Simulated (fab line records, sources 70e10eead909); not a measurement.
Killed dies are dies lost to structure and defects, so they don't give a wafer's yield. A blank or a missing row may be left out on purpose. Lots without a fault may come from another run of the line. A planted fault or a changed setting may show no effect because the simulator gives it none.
A struck lot beside a sound one | flow nand_harc | 16 steps out of a route of 1302
Sound: wafers L379.1, L379.4, L379.5. Struck: wafers L389.1, L389.2, L389.3. The cause comes at the end.
At each step with rows: each side's tool, then ch and its chambers, then its first start. Under that, the readings that differ: sound wafers | struck wafers | difference of the means | sigmas: that difference in standard deviations of wafers without a fault.
alike: readings whose means differ by less than 2 such deviations, and words and numbers that are the same on both sides. not compared: withheld readings, readings that some wafer has no value for, bounds like >300 that may hide the same value, and numbers for which the record gives no deviation and whose values overlap.
The two part at a step that has a row with sigmas, a row that says differs or no value, or rows on one side only. Numbers that don't overlap but have no deviation are shown without sigmas and don't part them. A reading that every wafer of one side lacks parts them only if that side has two wafers or more.

NHARC_A_ONON_D2_THK_MEAS_05: measures by ellipsometry.
  sound on film_metro-01, day 14 03:43; struck on film_metro-01, day 18 09:22
  alike: thk_nm
then, 1 step without rows for these wafers: NHARC_A_ONON_D2_DEP_06 (target thk 1000 nm).
NHARC_A_ONON_D2_THK_MEAS_08: measures by ellipsometry.
  sound on film_metro-01, day 14 04:17; struck on film_metro-02, day 18 09:56
  alike: thk_nm
then, 1 step without rows for these wafers: NHARC_A_ONON_D2_DEP_09 (target thk 1000 nm).
NHARC_A_ONON_D2_THK_MEAS_11: measures by ellipsometry.
  sound on film_metro-02, day 14 04:51; struck on film_metro-01, day 18 10:31
  alike: thk_nm
then, 1 step without rows for these wafers: NHARC_A_ONON_D2_DEP_12 (target thk 1000 nm).
NHARC_A_ONON_D2_THK_MEAS_14: measures by ellipsometry.
  sound on film_metro-02, day 14 05:25; struck on film_metro-01, day 18 11:05
  reading     | sound          | struck      | difference | sigmas
  thk_nm (nm) | 1009 1006 1007 | 980 980 980 | -27        | -3
then, 2 steps without rows for these wafers: NHARC_A_ONON_D2_ANNEAL_15 (time 3600 s); NHARC_A_ONON_D2_DEP_16 (target thk 1000 nm).
NHARC_A_ONON_D2_THK_MEAS_18: measures by ellipsometry.
  sound on film_metro-02, day 14 12:46; struck on film_metro-01, day 18 18:39
  alike: thk_nm
then, 1 step without rows for these wafers: NHARC_A_ONON_D2_DEP_19 (target thk 1000 nm).
NHARC_A_ONON_D2_THK_MEAS_21: measures by ellipsometry.
  sound on film_metro-02, day 14 13:20; struck on film_metro-02, day 18 19:13
  alike: thk_nm
NHARC_A_ONON_D2_DEP_22: target thk 1000 nm.
  sound on pecvd_onon-01 ch 0, day 14 13:23; struck on pecvd_onon-01 ch 0, day 18 19:16
NHARC_A_ONON_D2_THK_MEAS_24: measures by ellipsometry.
  sound on film_metro-02, day 14 13:53; struck on film_metro-02, day 18 19:47
  reading     | sound       | struck      | difference | sigmas
  thk_nm (nm) | 989 989 988 | 620 618 620 | -369       | -31
then, 1 step without rows for these wafers: NHARC_A_ONON_D2_DEP_25 (target thk 1000 nm).
-- the record jumps here: 12 days lie between the struck wafers' starts before and after (it left off in module A_ONON_D2 and takes up again in module END, whose first step shown is number 1302 of the route) --
NHARC_END_SORT_01:
  sound on prober-02 ch 0, day 26 07:05; struck on prober-02 ch 0, day 30 17:29
  reading         | sound    | struck      | difference | sigmas
  killed_at_array | 43 57 46 | 675 668 674 | +624       | +31
  killed_dies     | 51 62 49 | 677 677 677 | +623       | +31
  alike: killed_at_other, killed_at_periphery, killed_open, killed_short

WHERE THEY PART
First at NHARC_A_ONON_D2_THK_MEAS_14; last, within this record, at NHARC_END_SORT_01.

WHY: what the simulator had put in
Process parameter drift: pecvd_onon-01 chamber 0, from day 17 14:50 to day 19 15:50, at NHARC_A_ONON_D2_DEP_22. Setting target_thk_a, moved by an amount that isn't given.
